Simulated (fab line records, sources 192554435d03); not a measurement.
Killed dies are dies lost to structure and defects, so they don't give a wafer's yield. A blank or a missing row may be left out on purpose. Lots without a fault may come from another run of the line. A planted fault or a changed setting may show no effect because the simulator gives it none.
Chamber matching | flow n5_finfet | N5_BEOL_M5_CURE_79 on uv_cure-01: 3 sister chambers
The step cures SiCOH lowk, time 240 s. 5 wafers are shown with their chamber, then 11 later ones without.

WAFERS WITH THEIR CHAMBER
wafer  | chamber | wafer_temp_C_max | lamp_power_pct (%)
L081.5 | 0       | 386.6            | 52.25
L081.6 | 0       | 386.3            | 52.28
L091.3 | 1       | 386.7            | 52.33
L091.6 | 1       | 386.6            | 52.42
L094.1 | 2       | 386.9            | 52.32

WAFERS WITHOUT THEIR CHAMBER
wafer  | wafer_temp_C_max | lamp_power_pct (%)
L094.2 | 387.5            | 52.32
L094.5 | 387.4            | 52.23
L093.3 | 386.1            | 52.27
L093.4 | 386.0            | 52.36
L093.5 | 386.7            | 52.23
L095.1 | 386.4            | 52.32
L095.2 | 387.8            | 52.24
L095.5 | 387.2            | 52.36
L097.1 | 387.1            | 52.23
L097.3 | 387.0            | 52.23
L097.5 | 386.6            | 52.41

WHICH CHAMBER EACH WENT THROUGH
wafer  | from the rows above          | in truth
L094.2 | can't be placed: 2 or 1      | 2
L094.5 | can't be placed: 2 or 1      | 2
L093.3 | can't be placed: 0 or 1      | 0
L093.4 | can't be placed: 0 or 1      | 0
L093.5 | can't be placed: 0 or 2 or 1 | 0
L095.1 | can't be placed: 0 or 1 or 2 | 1
L095.2 | can't be placed: 2 or 1      | 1
L095.5 | can't be placed: 2 or 1      | 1
L097.1 | can't be placed: 2 or 0 or 1 | 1
L097.3 | can't be placed: 2 or 0 or 1 | 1
L097.5 | can't be placed: 1 or 2      | 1
Placed correctly: 0 of 11. Can't be placed from these rows: 11 (the true chamber is among the candidates in 11). Placed wrongly: 0.
How it was worked out, from the rows above alone: a wafer's distance from a chamber is the root of the sum, over the readings, of the square of ((its reading less the chamber's mean) divided by the reading's scatter). The wafer belongs to the nearest chamber; if the next one is less than 2 further off, it can't be placed. A chamber's mean is the mean of its shown wafers. The scatter: the root of (the sum of the squares of (reading less its chamber's mean) over the shown wafers, divided by (wafers less chambers)).
